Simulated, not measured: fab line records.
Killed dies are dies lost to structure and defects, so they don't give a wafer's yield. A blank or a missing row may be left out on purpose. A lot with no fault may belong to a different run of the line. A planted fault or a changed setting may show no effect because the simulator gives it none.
Lot-split experiment ; flow n5_finfet ; route with 1938 steps; 7 lots, 21 wafers read

ON THE SPLIT
At N5_PMOS_HMC_CHANNEL_EPI_PEB_07 (peb time 60 s), the setting peb_temp_c was moved away from the recipe's 110 C on 5 of the 21 wafers read, by -3.4% to +3.2%. For the rest of the wafers, this setting stayed at what the recipe calls for.

FROM THE SPLIT ON TO THE READING: in between, the file shows 1 step
- N5_PMOS_HMC_CHANNEL_EPI_DEVELOP_08: develop time 30 s (also split here: develop_time_s)

THE READING
At N5_PMOS_HMC_CHANNEL_EPI_CD_MEAS_09: cd_nm in nanometres, against a target cd of 237.4 nm. Fault-free wafers of this fab line usually give 236.8 nm, standard deviation 1.3 nm.

wafer;tool, chamber at the split;peb_temp_c as run, C;against the recipe;cd_nm, nm;against lot-mates on the recipe
L074.1;litho_track-04, 0;110;recipe;237.2;-
L074.3;litho_track-04, 0;112.2;+2.0%;242.7;+6.1
L074.6;litho_track-04, 0;110;recipe;235.9;-
L080.2;litho_track-02, 0;110;recipe;234.4;-
L080.3;litho_track-02, 0;110;recipe;234.9;-
L080.5;litho_track-02, 0;110;recipe;234.5;-
L089.2;litho_track-04, 0;110;recipe;237.6;-
L089.4;litho_track-04, 0;106.3;-3.4%;226.6;-11.1
L089.6;litho_track-04, 0;110;recipe;237.8;-
L091.3;litho_track-03, 0;110;recipe;238.3;-
L091.4;litho_track-03, 0;113.5;+3.2%;246.3;+8.7
L091.5;litho_track-03, 0;110;recipe;236.9;-
L092.3;litho_track-02, 0;110;recipe;235.4;-
L092.4;litho_track-02, 0;110;recipe;235.7;-
L092.6;litho_track-02, 0;110;recipe;235.6;-
L093.1;litho_track-02, 0;108.7;-1.2%;230.5;-3.1
L093.4;litho_track-02, 0;110;recipe;232.3;-
L093.5;litho_track-02, 0;110;recipe;234.9;-
L097.1;litho_track-04, 0;110;recipe;238.2;-
L097.4;litho_track-04, 0;107.4;-2.4%;230.0;-8.8
L097.5;litho_track-04, 0;110;recipe;239.3;-

THE FIT
A straight line over all 21 wafers: cd_nm changes by +3.05 nm for each +1% of peb_temp_c; r = +0.92; the points scatter about the line by 1.7 nm.
The same after taking each lot's own level away (the mean of its wafers on the recipe; 21 wafers): +3.13 nm for each +1%; r = +0.98; scatter 0.72 nm.
According to that fit, moving peb_temp_c by its largest amount changes the reading by 11 nm.
Across the lots, their own levels run from 233.60 to 238.75 nm, a range of 4.0 times the standard deviation given above.
So the lot-to-lot level changes the slope little: the two slopes agree.
Check: with one of the wafers moved furthest among these (-3.4%) left out of the fit, the line predicts -10.4 nm for it against its lot-mates. Against them it came out at -11.1 nm.

THESE WAFERS: OTHER SPLITS
Before the reading, these wafers also passed through other splits. Each is held against what the fit with the lots' levels taken away leaves over:
other split on the same wafers;wafers away from the commonest value;r with cd_nm (lot level and that fit taken away)
N5_ZERO_LAYER_COAT_05 spin_rpm;5;-0.08
N5_ZERO_LAYER_EXPOSE_08 dose_mj;7;-0.09
N5_PMOS_HMC_CHANNEL_EPI_DEVELOP_08 develop_time_s;10;+0.25

THE WHOLE CHAIN: every reading that the file lists as answering this split, in the file's order
step;what it does;reading;change (the file's fit);r (the file's)
N5_PMOS_HMC_CHANNEL_EPI_CD_MEAS_09;target cd 237.4 nm;cd_nm;+3.13 nm for each +1% of the setting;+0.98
N5_PMOS_HMC_CHANNEL_EPI_DESCUM_14;chemistry O2, time 7.9 s;PMOS_HMC_CHANNEL_EPI.cd_nm (the simulator's own value, which no gauge read);+3.21 nm for each +1% of the setting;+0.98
N5_PMOS_HMC_CHANNEL_EPI_ETCH_32;etches BARC in N2/H2, stops on SiO2, target depth 85.8 nm, time 50.3 s;PMOS_HMC_CHANNEL_EPI.cd_nm (the simulator's own value, which no gauge read);+3.31 nm for each +1% of the setting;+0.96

THE FILE'S OWN FIT
cd_nm changes by +3.13 nm for each +1% of peb_temp_c, r = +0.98.
